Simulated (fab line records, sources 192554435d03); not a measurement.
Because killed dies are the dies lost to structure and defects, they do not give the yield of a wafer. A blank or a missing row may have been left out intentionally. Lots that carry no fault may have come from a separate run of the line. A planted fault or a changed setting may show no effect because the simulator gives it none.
Lot-split experiment + flow n5-finfet + 7 lots, 39 wafers read, on a route of 1938 steps

== THE SPLIT ==
At N5_HKMG_FIN_ETCH_55 (etches SOC in N2/H2, target depth 240 nm, time 300 s), the setting time-s was moved away from the recipe's 300 s on 12 of the 39 wafers read, by -57.2% to +28.9%. The other wafers ran this setting at the recipe's value.

The reading comes from the split's own step.

== THE READING ==
SiARC_of_HKMG_FIN_COAT_42.thk-nm (the simulator's own value, which no gauge read), in nm, at N5_HKMG_FIN_ETCH_55 (etches SOC in N2/H2, target depth 240 nm, time 300 s). The file gives no usual value for it. Here, 27 wafers ran the recipe; their average is 21.3 nm with a standard deviation of 0.16 nm.

| wafer  | tool, chamber at the split | time-s as run, s | against the recipe | SiARC_of_HKMG_FIN_COAT_42.thk-nm, nm | against lot-mates on the recipe |
|--------|----------------------------|------------------|--------------------|--------------------------------------|---------------------------------|
| L074.1 | rie-diel-01, 1             | 300              | recipe             | 21.2                                 | -                               |
| L074.2 | rie-diel-01, 0             | 128.3            | -57.2%             | 29                                   | +7.9                            |
| L074.3 | rie-diel-01, 2             | 128.3            | -57.2%             | 29                                   | +7.9                            |
| L074.4 | rie-diel-01, 3             | 128.3            | -57.2%             | 29                                   | +7.9                            |
| L074.5 | rie-diel-01, 0             | 300              | recipe             | 20.8                                 | -                               |
| L074.6 | rie-diel-01, 3             | 300              | recipe             | 21.2                                 | -                               |
| L077.2 | rie-diel-06, 2             | 300              | recipe             | 21.2                                 | -                               |
| L077.4 | rie-diel-06, 1             | 300              | recipe             | 21.2                                 | -                               |
| L077.5 | rie-diel-06, 2             | 300              | recipe             | 21.2                                 | -                               |
| L078.1 | rie-diel-01, 0             | 300              | recipe             | 21.4                                 | -                               |
| L078.2 | rie-diel-01, 3             | 300              | recipe             | 21.4                                 | -                               |
| L078.3 | rie-diel-01, 1             | 300              | recipe             | 21.4                                 | -                               |
| L078.4 | rie-diel-01, 2             | 300              | recipe             | 21.4                                 | -                               |
| L078.5 | rie-diel-01, 3             | 300              | recipe             | 21.4                                 | -                               |
| L078.6 | rie-diel-01, 0             | 300              | recipe             | 21.2                                 | -                               |
| L081.1 | rie-diel-01, 2             | 300              | recipe             | 21                                   | -                               |
| L081.2 | rie-diel-01, 0             | 386.8            | +28.9%             | 16.8                                 | -4.3                            |
| L081.3 | rie-diel-01, 1             | 300              | recipe             | 21.2                                 | -                               |
| L081.4 | rie-diel-01, 2             | 386.8            | +28.9%             | 16.8                                 | -4.3                            |
| L081.5 | rie-diel-01, 1             | 300              | recipe             | 21                                   | -                               |
| L081.6 | rie-diel-01, 0             | 386.8            | +28.9%             | 17                                   | -4.1                            |
| L087.1 | rie-diel-01, 1             | 300              | recipe             | 21.4                                 | -                               |
| L087.2 | rie-diel-01, 2             | 300              | recipe             | 21.4                                 | -                               |
| L087.3 | rie-diel-01, 0             | 300              | recipe             | 21.2                                 | -                               |
| L087.4 | rie-diel-01, 1             | 300              | recipe             | 21.4                                 | -                               |
| L087.5 | rie-diel-01, 2             | 300              | recipe             | 21.4                                 | -                               |
| L087.6 | rie-diel-01, 0             | 300              | recipe             | 21.4                                 | -                               |
| L091.1 | rie-diel-01, 1             | 300              | recipe             | 21.4                                 | -                               |
| L091.2 | rie-diel-01, 3             | 220.8            | -26.4%             | 24.6                                 | +3.4                            |
| L091.3 | rie-diel-01, 2             | 220.8            | -26.4%             | 24.8                                 | +3.6                            |
| L091.4 | rie-diel-01, 3             | 300              | recipe             | 21                                   | -                               |
| L091.5 | rie-diel-01, 1             | 220.8            | -26.4%             | 25.2                                 | +4.0                            |
| L091.6 | rie-diel-01, 2             | 300              | recipe             | 21.2                                 | -                               |
| L095.1 | rie-diel-01, 1             | 226.8            | -24.4%             | 24.8                                 | +3.5                            |
| L095.6 | rie-diel-01, 1             | 226.8            | -24.4%             | 24.8                                 | +3.5                            |
| L095.2 | rie-diel-01, 3             | 300              | recipe             | 21.2                                 | -                               |
| L095.3 | rie-diel-01, 0             | 300              | recipe             | 21.2                                 | -                               |
| L095.4 | rie-diel-01, 2             | 226.8            | -24.4%             | 24.8                                 | +3.5                            |
| L095.5 | rie-diel-01, 2             | 300              | recipe             | 21.4                                 | -                               |

FIT RESULTS
A straight line over all 39 wafers: SiARC_of_HKMG_FIN_COAT_42.thk-nm changes by -0.14 nm for each +1% of time-s; r = -1.00; the points scatter about the line by 0.2 nm.
The same after taking each lot's own level away (the mean of its wafers on the recipe; 39 wafers): -0.141 nm for each +1%; r = -1.00; scatter 0.13 nm.
According to that fit, moving time-s by its largest amount changes the reading by 8 nm.
The span of the lots' own levels, 21.07 to 21.37 nm, comes to 1.9 times the standard deviation stated above.
So the lot-to-lot level changes the slope little: the two slopes agree.
Check: with one of the wafers moved furthest among these (-57.2%) left out of the fit, the line predicts +8.05 nm for it against its lot-mates. It came out at +7.93 nm against them.

== OTHER SPLITS APPLIED TO THESE WAFERS ==
Before the reading, these wafers also passed through other splits. Each is held against what the fit with the lots' levels taken away leaves over:
| other split on the same wafers | wafers away from the commonest value | r with SiARC_of_HKMG_FIN_COAT_42.thk-nm (lot level and that fit taken away) |
|--------------------------------|--------------------------------------|-----------------------------------------------------------------------------|
| N5_FIN_SAQP_HM_DEP_03 time-s   | 9                                    | -0.10                                                                       |

== THE WHOLE CHAIN: every reading that the file lists as answering this split, in the file's order ==
| step                | what it does                                         | reading                                                                           | change (the file's fit)              | r (the file's) |
|---------------------|------------------------------------------------------|-----------------------------------------------------------------------------------|--------------------------------------|----------------|
| N5_HKMG_FIN_ETCH_55 | etches SOC in N2/H2, target depth 240 nm, time 300 s | HKMG_FIN.feature-depth-nm (the simulator's own value, which no gauge read)        | +2.42 nm for each +1% of the setting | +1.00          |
| N5_HKMG_FIN_ETCH_55 | etches SOC in N2/H2, target depth 240 nm, time 300 s | etch.depth-nm (the simulator's own value, which no gauge read)                    | +2.42 nm for each +1% of the setting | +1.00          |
| N5_HKMG_FIN_ETCH_55 | etches SOC in N2/H2, target depth 240 nm, time 300 s | SiARC_of_HKMG_FIN_COAT_42.thk-nm (the simulator's own value, which no gauge read) | -0.14 nm for each +1% of the setting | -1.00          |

== THE FILE'S OWN FIT ==
SiARC_of_HKMG_FIN_COAT_42.thk-nm changes by -0.14 nm for each +1% of time-s, r = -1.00.
